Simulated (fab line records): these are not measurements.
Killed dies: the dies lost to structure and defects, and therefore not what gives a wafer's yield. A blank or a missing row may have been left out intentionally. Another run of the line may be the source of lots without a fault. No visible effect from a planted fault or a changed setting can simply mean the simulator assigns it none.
fab line records | flow n5Finfet
record: lots: 5 wafers: 15 lastDay: 16
route steps=1938 shown BEOL_M9@1463 BEOL_M10@1470
lots that met no fault: taken from a fault-free run of the same line
startH: hours from the record's first day to the start of the lot's first wafer shown | waitH: how many hours have passed since the lot's step before this one | " identical to the entry in the row above | L1.1+2: a single row standing in for several wafers | - no value present, or no start provided | * or withheld: withheld | < > ~ a bound
route shown NAME@n: a module of which the file shows steps, and the number in the route of the first | usual: mean and standard deviation over wafers with no fault | same: alike in all rows | chamber/n: place in a boat | sites: each site's reading | _std_site: how widely they spread, as a standard deviation | _edge_site: mean of outer sites minus mean of inner sites | radiusMm: how far each site lies from the wafer's centre | mask NAME#n: copy n | behind: the tool/chamber that last shaped the wafer | hold: why the lot went on hold/how many hours it stayed there/how the hold came to an end | device: which transistor (n, p or np) failed to switch | end of line: tests run on the same wafers once the route is complete | a step given without rows: its recipe and nothing more | killed: the dies lost at the first sort to structure and to defects; this is not the yield of the wafer | map: the dies of a wafer, with x for killed, . for not killed, _ for no die there
set.NAME: the run value of the setting; set.NAME@STEP: its run value at that earlier step | model.NAME: the simulator's own value behind a step, which no gauge read
lots seen at some steps along the route; tables by step, rows by wafer
services: a tool's chamber out of use, with start hour (startH, from the record's first day; less than 0 if before it), hours out, and reason
== steps ==
step: N5_BEOL_M9_ANNEAL_51
recipe: tempC: 225 timeS: 90 ambient: N2
usual: annealTempC: 225.01/0.16 wafer_temp_C_max: 226.04/0.24
columns lot.wafer tool chamber startH waitH annealTempC wafer_temp_C_max
L076.3 rtpAnneal-01 0 216.74 0.2 224.94 226.22
L076.5 " 0 " " 224.94 226.17
L076.6 " 0 " " 224.77 226.23
L084.1 rtpAnneal-02 0 266.95 0.1 225.08 226.08
L084.3 " 0 " " 225.05 225.78
L084.6 " 0 " " 225.13 226.09
L091.1 rtpAnneal-01 0 307.99 0.2 225.04 225.90
L091.4 " 0 " " 225.01 225.61
L091.6 " 0 " " 224.95 225.89
L090.1 rtpAnneal-01 0 308.29 0.1 225.16 225.99
L090.2 " 0 " " 225.24 226.16
L090.3 " 0 " " 225.14 226.34
L093.2 rtpAnneal-01 0 325.71 0.1 224.93 226.00
L093.3 " 0 " " 225.26 225.79
L093.4 " 0 " " 225.16 225.60
step: N5_BEOL_M9_CMP_52
recipe: stopOn: SiCOH_lowk tOverpolishS: 7 downForcePsi: 1 platenRpm: 50 clearingPlatenDownForcePsi: 1.5 clearingPlatenRpm: 50 postCmpClean: cuAlkaline targetThkNm: 140 clearingPlatenPadVelocityMS: 0.99484 padVelocityMS: 0.99484
usual: barrierFieldEndpointS: 28.8/0.81 motorCurrentA: 6.3/0.7 overpolishRunS: 7.000/0.0085 padLifeWafers: 903/550 slurryFlowMlMin: 150.1/0.45 timeToEndpointS: 66/3.7
columns lot.wafer tool chamber startH waitH barrierFieldEndpointS motorCurrentA overpolishRunS padLifeWafers slurryFlowMlMin timeToEndpointS
L076.3 cmp-01 0 217.06 0.3 29.0 6.8 7.008 471 150.6 70
L076.5 " 1 " " 28.7 5.2 6.998 - 150.7 66
L076.6 " 2 " " 28.8 6.4 7.005 - 150.1 67
L084.3 cmp-01 3 267.25 0.2 28.5 5.6 6.998 858 150.2 62
L084.1 " 2 " " 30.0 6.5 7.002 861 149.7 66
L084.6 " 0 " " 30.1 6.9 7.002 - 149.5 72
L091.4 cmp-01 3 308.29 0.1 28.2 5.6 7.012 1200 150.4 62
L091.1 " 0 " " 29.1 6.9 7.002 1201 150.0 67
L091.6 " 0 " " 30.7 6.8 7.009 - 150.2 69
L090.3 cmp-04 0 308.59 0.2 28.7 6.0 7.009 546 150.4 68
L090.2 " 1 " " 28.9 7.2 6.992 547 150.0 69
L090.1 " 3 " " 30.2 6.9 7.014 549 150.0 72
L093.2 cmp-01 0 325.96 0.2 28.5 7.1 7.000 1332 150.2 68
L093.3 " 2 " " 27.8 6.8 7.010 1334 150.5 65
L093.4 " 3 " " 28.5 5.2 7.004 1335 150.2 61
step: N5_BEOL_M9_THK_MEAS_53
recipe: thkMeasGauge: xrf reads: Cu_of_BEOL_M9_ECD_50
usual: M9_THK: 139/3.6
columns lot.wafer tool chamber startH waitH M9_THK[nm]
L076.3 filmMetro-02 - 217.24 - 147
L076.5 " - " " 140
L076.6 " - " " 138
L084.1 filmMetro-02 - 267.54 - 141
L084.3 " - " " 134
L084.6 " - " " 141
L091.1 filmMetro-02 - 308.58 - 141
L091.4 " - " " 140
L091.6 " - " " 142
L090.1 filmMetro-01 - 308.88 - 148
L090.2 " - " " 141
L090.3 " - " " 140
L093.2 filmMetro-02 - 326.26 - 131
L093.3 " - " " 139
L093.4 " - " " 132
step: N5_BEOL_M9_PRE_CLEAN_55
recipe: gas: NH3 timeS: 15 tempC: withheld rfPowerW: 300
columns lot.wafer tool chamber startH waitH
L076.3+5+6 pecvd-02 1,2,0 217.27 0.0
L084.1+3+6 pecvd-03 0,1,1 267.58 0.0
L091.1+4+6 pecvd-02 1,0,2 308.62 0.0
L090.1+2+3 pecvd-02 2,0,1 308.92 0.0
L093.2+3+4 pecvd-01 2,0,2 326.29 0.0
step: N5_BEOL_M9_DEP_56
recipe: material: SiCN targetThkA: 150 tempC: withheld precursor: 3MS/NH3 pressureTorr: 3 rfW: 202 timeS: 26.5
usual: chamberPressureTorr: 3.001/0.0071 showerheadPlenumPTorr: 3.665/0.013 throttleValvePct: 9.3/0.57
columns lot.wafer tool chamber startH waitH chamberPressureTorr showerheadPlenumPTorr throttleValvePct
L076.3 pecvd-02 1 217.30 0.0 2.986 3.651 9.3
L076.5 " 2 " " 3.001 3.651 8.7
L076.6 " 0 " " 2.997 3.663 9.5
L084.1 pecvd-03 0 267.61 0.0 3.007 3.667 9.4
L084.3 " 1 " " 3.001 3.666 9.5
L084.6 " 1 " " 2.990 3.666 9.4
L091.1 pecvd-02 1 308.65 0.0 2.998 3.670 9.3
L091.4 " 0 " " 3.002 3.659 9.9
L091.6 " 2 " " 3.010 3.651 9.1
L090.1 pecvd-02 2 308.94 0.0 3.003 3.652 8.8
L090.2 " 0 " " 3.014 3.652 9.9
L090.3 " 1 " " 3.000 3.658 9.4
L093.2 pecvd-01 2 326.32 0.0 3.001 3.665 9.2
L093.3 " 0 " " 2.985 3.647 8.9
L093.4 " 2 " " 2.999 3.664 9.2
step: N5_BEOL_M9_RS_MEAS_57
recipe: thkMeasGauge: four-point-probe reads: Cu_of_BEOL_M9_ECD_50+Co_of_BEOL_M9_CVD_78+TaN_of_BEOL_M9_ALD_74
usual: M9_RS: 0.153/0.0042
columns lot.wafer tool chamber startH waitH M9_RS[ohm/sq]
L076.3 filmMetro-02 - 217.37 0.1 0.143
L076.5 " - " " 0.150
L076.6 " - " " 0.153
L084.1 filmMetro-02 - 267.68 0.1 0.151
L084.3 " - " " 0.159
L084.6 " - " " 0.151
L091.1 filmMetro-01 - 308.72 0.1 0.151
L091.4 " - " " 0.152
L091.6 " - " " 0.150
L090.1 filmMetro-02 - 309.02 0.1 0.143
L090.2 " - " " 0.151
L090.3 " - " " 0.152
L093.2 filmMetro-02 - 326.39 0.1 0.162
L093.3 " - " " 0.151
L093.4 " - " " 0.159
step: N5_BEOL_M9_INSPECT_58
recipe: inspectInstrument: darkfield mode: postDep
usual: rawDefectCount: 70/22
columns lot.wafer tool chamber startH waitH rawDefectCount
L076.3 defectInspect-02 - 217.40 0.0 87
L076.5 " - " " 106
L076.6 " - " " 91
L084.1 defectInspect-01 - 267.70 0.0 62
L084.3 " - " " 22
L084.6 " - " " 41
L091.1 defectInspect-01 - 308.74 0.0 90
L091.4 " - " " 122
L091.6 " - " " 97
L090.1 defectInspect-01 - 309.04 0.0 121
L090.2 " - " " 79
L090.3 " - " " 118
L093.2 defectInspect-02 - 326.42 0.0 37
L093.3 " - " " 55
L093.4 " - " " 40
step: N5_BEOL_M10_ILD_DEP_00
recipe: material: SiCOH_lowk targetThkA: 3085.1 tempC: 300 precursor: DEMS/porogen pressureTorr: 5 rfW: 500 timeS: 58
usual: chamberPressureTorr: 4.999/0.012 heaterPowerW: 283/38 showerheadPlenumPTorr: 5.738/0.016 throttleValvePct: 14.3/0.79
columns lot.wafer tool chamber startH waitH chamberPressureTorr heaterPowerW showerheadPlenumPTorr throttleValvePct
L076.3 pecvd-03 0 217.44 0.0 4.998 314 5.763 14.2
L076.5 " 1 " " 4.996 321 5.739 14.7
L076.6 " 2 " " 5.010 250 5.750 13.5
L084.1 pecvd-04 0 267.74 0.0 4.991 268 5.724 14.6
L084.3 " 1 " " 4.991 295 5.729 15.5
L084.6 " 0 " " 5.014 284 5.756 14.4
L091.1 pecvd-03 0 308.78 0.0 5.018 295 5.764 14.2
L091.4 " 0 " " 5.005 303 5.770 14.0
L091.6 " 2 " " 5.014 222 5.745 13.5
L090.1 pecvd-01 0 309.08 0.0 5.021 218 5.734 13.9
L090.2 " 1 " " 5.011 367 5.770 16.5
L090.3 " 2 " " 4.992 280 5.737 14.1
L093.2 pecvd-04 2 326.45 0.0 4.990 289 5.712 13.7
L093.3 " 0 " " 5.004 274 5.729 14.3
L093.4 " 1 " " 5.013 328 5.730 15.7
step: N5_BEOL_M10_CURE_71
recipe: tempC: 385 timeS: 240 ambient: He/Ar material: SiCOH_lowk
usual: lampPowerPct: 52.31/0.048 wafer_temp_C_max: 386.7/0.63
columns lot.wafer tool chamber startH waitH lampPowerPct wafer_temp_C_max
L076.3 uvCure-03 1 217.67 0.2 52.32 386.8
L076.5 " 1 " " 52.33 387.5
L076.6 " 1 " " 52.33 387.7
L084.1 uvCure-01 0 267.82 0.0 52.30 387.1
L084.3 " 0 " " 52.22 386.8
L084.6 " 0 " " 52.29 386.4
L091.1 uvCure-03 1 308.86 0.0 52.34 387.0
L091.4 " 1 " " 52.34 387.1
L091.6 " 1 " " 52.35 387.4
L090.1 uvCure-01 2 309.16 0.0 52.36 386.6
L090.2 " 2 " " 52.27 387.4
L090.3 " 2 " " 52.26 387.5
L093.2 uvCure-02 2 326.61 0.1 52.30 387.1
L093.3 " 2 " " 52.27 387.6
L093.4 " 2 " " 52.30 387.3
step: N5_BEOL_M10_THK_MEAS_01
recipe: reads: SiCOH_lowk_of_BEOL_M10_ILD_DEP_00
usual: M10_ILD_THK: 268/4.6
columns lot.wafer tool chamber startH waitH M10_ILD_THK[nm]
L076.3 filmMetro-01 - 218.03 0.3 264
L076.5 " - " " 278
L076.6 " - " " 275
L084.1 filmMetro-02 - 268.33 0.4 262
L084.3 " - " " 262
L084.6 " - " " 268
L091.1 filmMetro-02 - 309.37 0.4 260
L091.4 " - " " 266
L091.6 " - " " 269
L090.1 filmMetro-02 - 309.67 0.4 258
L090.2 " - " " 265
L090.3 " - " " 263
L093.2 filmMetro-01 - 327.04 0.4 266
L093.3 " - " " 267
L093.4 " - " " 272
step: N5_BEOL_M10_PECVD_70
recipe: material: SiO2 targetThkA: 200 tempC: 400 precursor: TEOS/O2 pressureTorr: 5.5 rfW: 450 teosFlowSccm: 53.8 gas: O2 flowSccm: 3000 timeS: 22.7
usual: chamberPressureTorr: 5.498/0.012 heaterPowerW: 651/78 showerheadPlenumPTorr: 8.77/0.071 throttleValvePct: 23.3/1.5
columns lot.wafer tool chamber startH waitH chamberPressureTorr heaterPowerW showerheadPlenumPTorr throttleValvePct
L076.3 pecvd-04 1 218.06 0.0 5.508 676 8.78 24.9
L076.5 " 2 " " 5.509 678 8.68 21.9
L076.6 " 1 " " 5.482 681 8.76 24.8
L084.1 pecvd-01 0 268.37 0.0 5.497 594 8.71 22.2
L084.3 " 0 " " 5.484 589 8.68 22.2
L084.6 " 1 " " 5.504 783 8.90 26.2
L091.1 pecvd-03 1 309.41 0.0 5.489 650 8.80 23.7
L091.4 " 0 " " 5.487 660 8.83 23.0
L091.6 " 2 " " 5.483 601 8.79 21.8
L090.1 pecvd-04 2 309.71 0.0 5.499 673 8.68 22.3
L090.2 " 0 " " 5.480 624 8.80 23.3
L090.3 " 1 " " 5.508 774 8.76 24.9
L093.2 pecvd-04 1 327.08 0.0 5.489 650 8.76 24.7
L093.3 " 0 " " 5.512 640 8.78 23.3
L093.4 " 2 " " 5.512 645 8.68 22.0
step: N5_BEOL_M10_HM_DEP_02
recipe: material: TiN targetThkA: 200 tempC: 25 chamberPressurePa: 0.49996
usual: throttleValvePct: 29.6/0.97
columns lot.wafer tool chamber startH waitH throttleValvePct
L076.3 pvdSputter-02 - 218.92 0.8 29.8
L076.5 " - " " 28.8
L076.6 " - " " 31.0
L084.1 pvdSputter-02 - 269.66 1.3 29.0
L084.3 " - " " 29.8
L084.6 " - " " 28.5
L091.1 pvdSputter-02 - 313.78 4.3 31.4
L091.4 " - " " 29.7
L091.6 " - " " 29.7
L090.1 pvdSputter-03 - 313.92 4.2 30.6
L090.2 " - " " 27.5
L090.3 " - " " 29.9
L093.2 pvdSputter-02 - 327.27 0.2 31.1
L093.3 " - " " 29.1
L093.4 " - " " 29.8
step: N5_BEOL_M10_COAT_59
recipe: resist: SOC tempC: 250 timeS: 60 spinRpm: 1500 resistThkNm: 100
columns lot.wafer tool chamber startH waitH
L076.3+5+6 lithoTrack-03 0 219.05 0.1
L084.1+3+6 lithoTrack-01 0 269.78 0.1
L091.1+4+6 lithoTrack-01 0 313.90 0.1
L090.1+2+3 lithoTrack-04 0 314.05 0.1
L093.2+3+4 lithoTrack-03 0 327.40 0.1
step: N5_BEOL_M10_COAT_60
recipe: resist: SiARC tempC: 220 timeS: 60 spinRpm: 1500 resistThkNm: 30
columns lot.wafer tool chamber startH waitH
L076.3+5+6 lithoTrack-03 0 - -
L084.1+3+6 lithoTrack-01 0 - -
L091.1+4+6 lithoTrack-01 0 - -
L090.1+2+3 lithoTrack-04 0 - -
L093.2+3+4 lithoTrack-03 0 - -
step: N5_BEOL_M10_COAT_05
recipe: resist: CAR-ArF spinRpm: 1500 resistThkNm: 90
columns lot.wafer tool chamber startH waitH
L076.3+5+6 lithoTrack-03 0 - -
L084.1+3+6 lithoTrack-01 0 - -
L091.1+4+6 lithoTrack-01 0 - -
L090.1+2+3 lithoTrack-04 0 - -
L093.2+3+4 lithoTrack-03 0 - -
step: N5_BEOL_M10_EBR_07
recipe: solvent: PGMEA ebrWidthMm: 1.5
columns lot.wafer tool chamber startH waitH
L076.3+5+6 lithoTrack-03 0 - -
L084.1+3+6 lithoTrack-01 0 - -
L091.1+4+6 lithoTrack-01 0 - -
L090.1+2+3 lithoTrack-04 0 - -
L093.2+3+4 lithoTrack-03 0 - -
step: N5_BEOL_M10_SOFTBAKE_06
recipe: tempC: 110 timeS: 60 resist: CAR-ArF
columns lot.wafer tool chamber startH waitH
L076.3+5+6 lithoTrack-03 0 - -
L084.1+3+6 lithoTrack-01 0 - -
L091.1+4+6 lithoTrack-01 0 - -
L090.1+2+3 lithoTrack-04 0 - -
L093.2+3+4 lithoTrack-03 0 - -
step: N5_BEOL_M10_EXPOSE_08
recipe: maskId: M10 na: 1.35 sourceShape: dipole sigmaInner: 0.411 sigmaOuter: 0.611 polarization: te doseMj: 53.75
usual: reticleTempC: 22.98/0.11
same: dipoleOpeningDeg: 40 sigmaOuter: 0.611
columns lot.wafer tool chamber startH waitH mask reticleTempC
L076.3 arfiScanner-01 0 219.31 - M10#0 22.99
L076.5 " 0 " " M10#0 23.15
L076.6 " 0 " " M10#0 22.95
L084.1 arfiScanner-01 0 270.03 - M10#0 22.96
L084.3 " 0 " " M10#0 23.02
L084.6 " 0 " " M10#0 23.06
L091.1 arfiScanner-03 0 314.15 - M10#0 22.81
L091.4 " 0 " " M10#0 22.86
L091.6 " 0 " " M10#0 23.06
L090.1 arfiScanner-01 0 314.31 - M10#0 22.92
L090.2 " 0 " " M10#0 23.02
L090.3 " 0 " " M10#0 23.09
L093.2 arfiScanner-02 0 327.65 - M10#0 22.96
L093.3 " 0 " " M10#0 23.01
L093.4 " 0 " " M10#0 23.10
step: N5_BEOL_M10_PEB_09
recipe: pebTempC: withheld pebTimeS: 60 resist: CAR-ArF
same: pebTimeS: 60
columns lot.wafer tool chamber startH waitH
L076.3+5+6 lithoTrack-04 0 219.36 0.0
L084.1+3+6 lithoTrack-03 0 270.09 0.1
L091.1+4+6 lithoTrack-03 0 314.20 0.1
L090.1+2+3 lithoTrack-01 0 314.37 0.1
L093.2+3+4 lithoTrack-04 0 327.70 0.0
step: N5_BEOL_M10_DEVELOP_10
recipe: developTimeS: 30 developer: TMAH resist: CAR-ArF rinseLiquid: diw dry: airSpin devTempC: 23
columns lot.wafer tool chamber startH waitH
L076.3+5+6 lithoTrack-04 0 - -
L084.1+3+6 lithoTrack-03 0 - -
L091.1+4+6 lithoTrack-03 0 - -
L090.1+2+3 lithoTrack-01 0 - -
L093.2+3+4 lithoTrack-04 0 - -
step: N5_BEOL_M10_CD_MEAS_11
recipe: targetCdNm: 64.1 landingEnergyEv: 500 detector: seInlens polarity: opening
usual: cdNm: 64.5/0.72
columns lot.wafer tool chamber startH waitH cdNm
L076.3 cdSem-03 0 219.43 - 65.0
L076.5 " 0 " " 65.6
L076.6 " 0 " " 66.1
L084.1 cdSem-03 0 270.15 - 64.7
L084.3 " 0 " " 64.4
L084.6 " 0 " " 65.0
L091.1 cdSem-03 0 314.27 - 64.8
L091.4 " 0 " " 63.7
L091.6 " 0 " " 64.2
L090.1 cdSem-01 0 314.44 - 63.6
L090.2 " 0 " " 63.7
L090.3 " 0 " " 65.2
L093.2 cdSem-03 0 327.77 - 65.0
L093.3 " 0 " " 65.1
L093.4 " 0 " " 65.4
step: N5_BEOL_M10_OVL_MEAS_12
recipe: pointsPerWafer: 44
usual: M10_OVL: 0.2/0.88
columns lot.wafer tool chamber startH waitH M10_OVL[nm]
L076.3 overlay-02 0 219.45 0.0 -0.3
L076.5 " 0 " " 0.3
L076.6 " 0 " " 0.0
L084.1 overlay-02 0 270.18 0.0 -0.7
L084.3 " 0 " " -0.2
L084.6 " 0 " " 0.4
L091.1 overlay-01 0 314.30 0.0 0.5
L091.4 " 0 " " 0.8
L091.6 " 0 " " -0.7
L090.1 overlay-01 0 314.47 0.0 0.5
L090.2 " 0 " " -1.1
L090.3 " 0 " " 2.3
L093.2 overlay-02 0 327.80 0.0 -0.9
L093.3 " 0 " " 0.5
L093.4 " 0 " " -0.8
step: N5_BEOL_M10_INSPECT_13
recipe: mode: adi inspectInstrument: brightfield
usual: rawDefectCount: 415/95
columns lot.wafer tool chamber startH waitH rawDefectCount
L076.3 defectInspect-01 - 219.48 0.0 295
L076.5 " - " " 464
L076.6 " - " " 335
L084.1 defectInspect-02 - 270.21 0.0 416
L084.3 " - " " 335
L084.6 " - " " 358
L091.1 defectInspect-02 - 314.33 0.0 414
L091.4 " - " " 578
L091.6 " - " " 659
L090.1 defectInspect-02 - 314.49 0.0 400
L090.2 " - " " 363
L090.3 " - " " 477
L093.2 defectInspect-01 - 327.82 0.0 373
L093.3 " - " " 391
L093.4 " - " " 350
step: N5_BEOL_M10_DESCUM_16
recipe: chemistry: O2 timeS: 7.9 sourcePowerW: 50 biasPowerW: 20 pressureMtorr: 20 rfFrequencyHz: 2.712e+07 tempC: 40 resist: CAR-ArF o2FlowSccm: 225
usual: biasPowerW: 20.00/0.062 drypumpMotorCurrentA: 5.7/0.49 oesProductAu: 0.78/0.087 rfVppV: 243.5/1.7 showerheadPlenumPTorr: 2.12/0.086 throttleValvePct: 20.41/0.2
columns lot.wafer tool chamber startH waitH biasPowerW drypumpMotorCurrentA oesProductAu rfHoursCounterH rfVppV showerheadPlenumPTorr throttleValvePct
L076.3 rieDiel-01 2 220.57 1.1 20.06 5.0 0.92 30 244.8 2.21 20.43
L076.5 " 3 " " 19.91 5.6 0.71 - 243.8 2.13 20.26
L076.6 " 0 " " 19.96 6.5 0.81 - 242.8 2.15 20.49
L084.1 rieDiel-03 2 270.24 0.0 20.08 6.0 0.74 193 241.6 1.98 20.39
L084.3 " 0 " " 20.05 6.3 0.68 226 243.4 2.16 20.81
L084.6 " 2 " " 20.07 6.0 0.74 - 241.6 1.98 20.40
L091.1 rieDiel-04 3 314.36 0.0 20.09 5.0 0.69 227 242.4 1.98 20.51
L091.4 " 1 " " 19.95 5.9 0.85 58 242.0 2.04 20.34
L091.6 " 1 " " 20.05 5.8 0.86 - 242.3 2.04 20.35
L090.1 rieDiel-04 0 314.61 0.1 19.99 5.5 0.83 66 246.3 2.21 20.41
L090.2 " 2 " " 20.03 5.1 0.80 86 243.2 2.16 20.01
L090.3 " 1 " " 19.87 5.9 0.85 58 241.9 2.04 20.35
L093.2 rieDiel-01 0 327.86 0.0 20.03 6.5 0.76 132 243.5 2.14 20.55
L093.3 " 3 " " 20.02 5.7 0.69 250 245.1 2.11 20.35
L093.4 " 2 " " 20.08 5.1 0.85 71 246.3 2.20 20.50
step: N5_BEOL_M10_ETCH_61
recipe: chemistry: CF4 target: SiARC targetDepthA: 390 maskMaterial: CAR-ArF timeS: 65 ionEnergyEv: 80 pressureMtorr: 40 sourceW: 545 biasW: 36 Ar_flow_sccm: 100 cf4FlowSccm: 100 ends: cleared
usual: cf4FlowSccm: 100.02/0.28 drypumpMotorCurrentA: 5.7/0.49 etchRfOnTimeS: 64.2/1.8 oesProductAu: 0.67/0.075 rfVppV: 184.3/1.3 showerheadPlenumPTorr: 2.18/0.091 throttleValvePct: 15.65/0.22
columns lot.wafer tool chamber startH waitH cf4FlowSccm drypumpMotorCurrentA etchRfOnTimeS oesProductAu rfHoursCounterH rfVppV showerheadPlenumPTorr throttleValvePct
L076.3 rieDiel-01 2 220.61 0.0 99.97 5.0 65.1 0.79 30 186.3 2.28 15.68
L076.5 " 3 " " 99.93 5.6 65.7 0.61 - 184.6 2.20 15.69
L076.6 " 0 " " 99.61 6.6 64.1 0.69 - 183.3 2.18 15.44
L084.1 rieDiel-03 2 270.28 0.0 100.24 6.0 63.0 0.64 193 184.1 2.04 15.68
L084.3 " 0 " " 99.88 6.3 67.6 0.57 226 186.0 2.20 15.99
L084.6 " 2 " " 100.17 6.0 62.8 0.64 - 183.7 2.04 15.68
L091.1 rieDiel-04 3 314.40 0.0 99.60 5.0 61.3 0.61 227 183.3 2.04 15.82
L091.4 " 1 " " 100.01 5.8 64.0 0.74 58 184.3 2.07 15.43
L091.6 " 1 " " 100.24 5.9 63.3 0.74 - 183.7 2.07 15.44
L090.1 rieDiel-04 0 314.65 0.0 100.31 5.5 66.5 0.70 66 184.5 2.27 15.71
L090.2 " 2 " " 100.17 5.1 60.4 0.71 86 184.9 2.26 15.44
L090.3 " 1 " " 100.25 5.8 64.6 0.74 58 183.3 2.07 15.43
L093.2 rieDiel-01 0 327.89 0.0 100.09 6.5 64.5 0.65 132 185.4 2.16 15.51
L093.3 " 3 " " 100.57 5.7 65.3 0.59 250 184.3 2.19 15.76
L093.4 " 2 " " 99.73 5.1 65.6 0.72 71 185.1 2.27 15.77
step: N5_BEOL_M10_ETCH_62
recipe: chemistry: N2/H2 target: SOC targetDepthA: 1100 overetchA: 220 maskMaterial: SiARC tempC: 40 timeS: 165 ionEnergyEv: 200 pressureMtorr: 30 sourceW: 840 biasW: 150 n2FlowSccm: 200 h2FlowSccm: 200
usual: drypumpMotorCurrentA: 5.7/0.49 h2FlowSccm: 200.0/0.63 oesProductAu: 0.66/0.071 rfVppV: 525/3 showerheadPlenumPTorr: 2.59/0.11 throttleValvePct: 17.88/0.26
columns lot.wafer tool chamber startH waitH drypumpMotorCurrentA h2FlowSccm oesProductAu rfHoursCounterH rfVppV showerheadPlenumPTorr throttleValvePct
L076.3 rieDiel-01 2 220.66 0.0 5.1 200.6 0.78 30 528 2.72 18.03
L076.5 " 3 " " 5.7 200.1 0.62 - 527 2.67 18.17
L076.6 " 0 " " 6.5 199.1 0.67 - 524 2.58 17.68
L084.1 rieDiel-03 2 270.33 0.0 6.0 200.3 0.63 193 520 2.41 17.72
L084.3 " 0 " " 6.3 200.3 0.59 226 528 2.63 18.33
L084.6 " 2 " " 6.0 199.3 0.62 - 520 2.41 17.75
L091.1 rieDiel-04 3 314.45 0.0 5.0 200.0 0.58 227 521 2.44 18.14
L091.4 " 1 " " 5.9 200.4 0.73 58 522 2.47 17.78
L091.6 " 1 " " 5.8 200.0 0.73 - 521 2.47 17.74
L090.1 rieDiel-04 0 314.70 0.0 5.5 199.4 0.70 66 527 2.70 17.93
L090.2 " 2 " " 5.1 200.3 0.66 87 527 2.65 17.52
L090.3 " 1 " " 5.9 199.8 0.72 58 523 2.47 17.75
L093.2 rieDiel-01 0 327.94 0.0 6.5 199.6 0.65 132 525 2.56 17.75
L093.3 " 3 " " 5.7 200.1 0.59 250 525 2.65 18.23
L093.4 " 2 " " 5.1 198.9 0.73 71 528 2.70 18.08
step: N5_BEOL_M10_STRIP_68
recipe: chemistry: N2/H2 tempC: 40 n2FlowSccm: 200 h2FlowSccm: 200 rfFrequencyHz: 6e+07
columns lot.wafer tool chamber startH waitH
L076.3+5+6 rieDiel-01 2,3,0 220.80 0.1
L084.1+3+6 rieDiel-03 2,0,2 270.46 0.1
L091.1+4+6 rieDiel-04 3,1,1 314.58 0.1
L090.1+2+3 rieDiel-04 0,2,1 314.83 0.1
L093.2+3+4 rieDiel-01 0,3,2 328.08 0.1
step: N5_BEOL_M10_STRIP_67
recipe: chemistry: CF4 resist: SiARC powerW: 300 biasPowerW: 75 pressureMtorr: 50 cf4FlowSccm: 150 rfFrequencyHz: 6e+07
usual: biasPowerW: 75.01/0.22 cf4FlowSccm: 150.0/0.44 drypumpMotorCurrentA: 5.7/0.49 oesProductAu: 0.78/0.084 rfVppV: 271.6/1.7 showerheadPlenumPTorr: 1.82/0.079 throttleValvePct: 13.62/0.25
columns lot.wafer tool chamber startH waitH biasPowerW cf4FlowSccm drypumpMotorCurrentA oesProductAu rfHoursCounterH rfVppV showerheadPlenumPTorr throttleValvePct
L076.3 rieDiel-01 2 220.81 0.0 75.09 150.2 5.0 0.91 30 272.8 1.92 13.62
L076.5 " 3 " " 74.90 149.9 5.7 0.72 - 271.4 1.84 13.68
L076.6 " 0 " " 74.95 149.5 6.5 0.80 - 270.1 1.81 13.33
L084.1 rieDiel-03 2 270.47 0.0 74.78 150.0 6.0 0.74 193 267.6 1.71 13.67
L084.3 " 0 " " 75.00 149.8 6.2 0.70 226 271.1 1.85 14.01
L084.6 " 2 " " 74.89 149.3 6.0 0.73 - 268.2 1.71 13.67
L091.1 rieDiel-04 3 314.59 0.0 75.36 150.2 5.1 0.69 227 269.0 1.71 13.81
L091.4 " 1 " " 75.27 150.0 5.8 0.86 58 268.2 1.72 13.36
L091.6 " 1 " " 75.35 150.5 5.8 0.86 - 268.7 1.72 13.34
L090.1 rieDiel-04 0 314.84 0.0 75.05 150.4 5.5 0.84 66 272.3 1.90 13.62
L090.2 " 2 " " 74.69 149.3 5.1 0.79 87 271.9 1.89 13.39
L090.3 " 1 " " 75.08 149.8 5.8 0.86 58 271.2 1.72 13.35
L093.2 rieDiel-01 0 328.09 0.0 74.97 149.9 6.5 0.76 132 271.2 1.80 13.46
L093.3 " 3 " " 74.98 149.5 5.7 0.70 250 274.6 1.83 13.78
L093.4 " 2 " " 74.66 150.4 5.1 0.86 71 272.8 1.91 13.72
step: N5_BEOL_M10_HM_OPEN_17
recipe: chemistry: Cl2/BCl3 targetDepthA: 200 overetchA: 60 target: TiN maskMaterial: SOC ionEnergyEv: 150 pressureMtorr: 10 icpW: 1000 biasW: 126 Cl2_flow_sccm: 53.25 bcl3FlowSccm: 21.75 Ar_flow_sccm: 25
usual: drypumpMotorCurrentA: 5.8/0.58 oesProductAu: 0.65/0.075 throttleValvePct: 22.31/0.11
columns lot.wafer tool chamber startH waitH drypumpMotorCurrentA oesProductAu rfHoursCounterH throttleValvePct
L076.3 rieMetal-01 1 220.88 0.1 5.5 0.55 - 22.27
L076.5 " 0 " " 5.4 0.67 - 22.33
L076.6 " 1 " " 5.5 0.55 - 22.28
L084.1 rieMetal-01 0 270.51 0.0 5.4 0.68 41 22.32
L084.3 " 0 " " 5.4 0.67 - 22.34
L084.6 " 1 " " 5.5 0.55 - 22.28
L091.1 rieMetal-01 0 314.67 0.1 5.4 0.67 44 22.31
L091.4 " 1 " " 5.5 0.54 - 22.30
L091.6 " 1 " " 5.5 0.55 - 22.30
L090.1 rieMetal-01 0 314.88 0.0 5.4 0.67 44 22.31
L090.2 " 1 " " 5.5 0.56 106 22.28
L090.3 " 1 " " 5.5 0.55 - 22.30
L093.2 rieMetal-01 0 328.13 0.0 5.4 0.66 46 22.35
L093.3 " 1 " " 5.5 0.55 - 22.27
L093.4 " 0 " " 5.4 0.66 - 22.33
== services ==
columns tool chamber startH hours kind
uvCure-02 - 193.24 0.6 repair
rieDiel-03 3 194.43 6.1 repair
rieMetal-01 - 195.47 1.3 repair
pecvd-04 0 198.77 11.6 repair
uvCure-02 - 201.49 7.5 pm
arfiScanner-03 - 202.33 3.9 pm
uvCure-03 - 207.16 7.5 pm
pecvd-02 - 212.28 0.4 repair
arfiScanner-02 - 216.23 3.9 pm
rieDiel-04 1 218.01 6.0 repair
arfiScanner-03 - 230.23 0.8 pm
arfiScanner-01 - 231.53 1.3 pm
uvCure-02 - 233.26 9.8 repair
cmp-04 - 234.49 4.0 pm
arfiScanner-03 - 236.63 0.8 repair
arfiScanner-01 - 236.71 2.1 repair
pecvd-02 - 245.19 5.5 pm
cmp-01 - 259.28 1.8 repair
uvCure-03 - 259.37 0.8 repair
arfiScanner-01 - 282.25 2.4 repair
pecvd-02 2 292.67 13.2 repair
pecvd-01 0 296.42 5.3 repair
arfiScanner-01 - 298.64 1.0 pm
rieDiel-01 2 299.64 2.8 repair
== key ==
fault none
